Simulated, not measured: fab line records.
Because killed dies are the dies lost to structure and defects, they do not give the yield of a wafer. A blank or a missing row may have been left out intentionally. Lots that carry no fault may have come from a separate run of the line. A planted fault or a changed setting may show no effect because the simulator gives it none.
Which tool did it? -- flow nand_harc -- 7 lots, 21 wafers sampled, at 4 steps of a route of 1302

WHAT THE GAUGES READ, wafer by wafer
NHARC_END_SORT_01.
lot,measured,on,killed_at_array
L950,day 30 20:25,prober-02,676 676 676

TOOL THAT RAN EACH LOT (tool first, then ch and the chambers of the sampled wafers, then the start)
lot,NHARC_P_BONDPAD_PVD_27,NHARC_P_BONDPAD_ANNEAL_28,NHARC_A_ONON_D1_DEP_03
L936,"pvd_sputter-03, day 7 22:34 or earlier","rtp_anneal-01 ch 0, day 7 22:34","pecvd_onon-04 ch 0, day 9 00:43"
L939,"pvd_sputter-02, day 8 21:14 or earlier","rtp_anneal-02 ch 0, day 8 21:14","pecvd_onon-03 ch 0, day 9 21:46"
L941,"pvd_sputter-01, day 9 12:04 or earlier","rtp_anneal-01 ch 0, day 9 12:04","pecvd_onon-02 ch 0, day 10 15:34"
L943,"pvd_sputter-02, day 10 11:32 or earlier","rtp_anneal-01 ch 0, day 10 11:32","pecvd_onon-02 ch 0, day 11 12:25"
L946,"pvd_sputter-01, day 11 12:46 or earlier","rtp_anneal-01 ch 0, day 11 12:46","pecvd_onon-03 ch 0, day 12 15:52"
L950,"pvd_sputter-03, day 13 12:23 or earlier","rtp_anneal-01 ch 0, day 13 12:23","pecvd_onon-02, day 14 13:10"
L956,"pvd_sputter-02, day 15 15:55 or earlier","rtp_anneal-01 ch 0, day 15 15:55","pecvd_onon-03 ch 0, day 16 16:53"
- NHARC_P_BONDPAD_PVD_27: deposits Cu, target thk 30 nm, time 20.49 s.
- NHARC_P_BONDPAD_ANNEAL_28: time 90 s.
- NHARC_A_ONON_D1_DEP_03: target thk 1000 nm.

THE ANSWER, worked out from the rows above alone
Rule: the lots themselves supply what counts as usual. The widest of any qualifying gaps counts: lots, ordered by their means at a reading, are off when they make up no more than a third of the lots, leave a main group of 4 or more, and stand apart from it by 3 or more times the standard deviation of that group's means. The tables above print the reading to a certain number of digits; a main group whose means all agree to those digits is not used. Also off: a lot with no number at a reading for which 4 or more lots have one. All remaining lots with rows at the step are treated as sound.
No lot is off at any reading shown: from this, nothing can be told.

WHAT WAS PUT IN BY THE SIMULATOR
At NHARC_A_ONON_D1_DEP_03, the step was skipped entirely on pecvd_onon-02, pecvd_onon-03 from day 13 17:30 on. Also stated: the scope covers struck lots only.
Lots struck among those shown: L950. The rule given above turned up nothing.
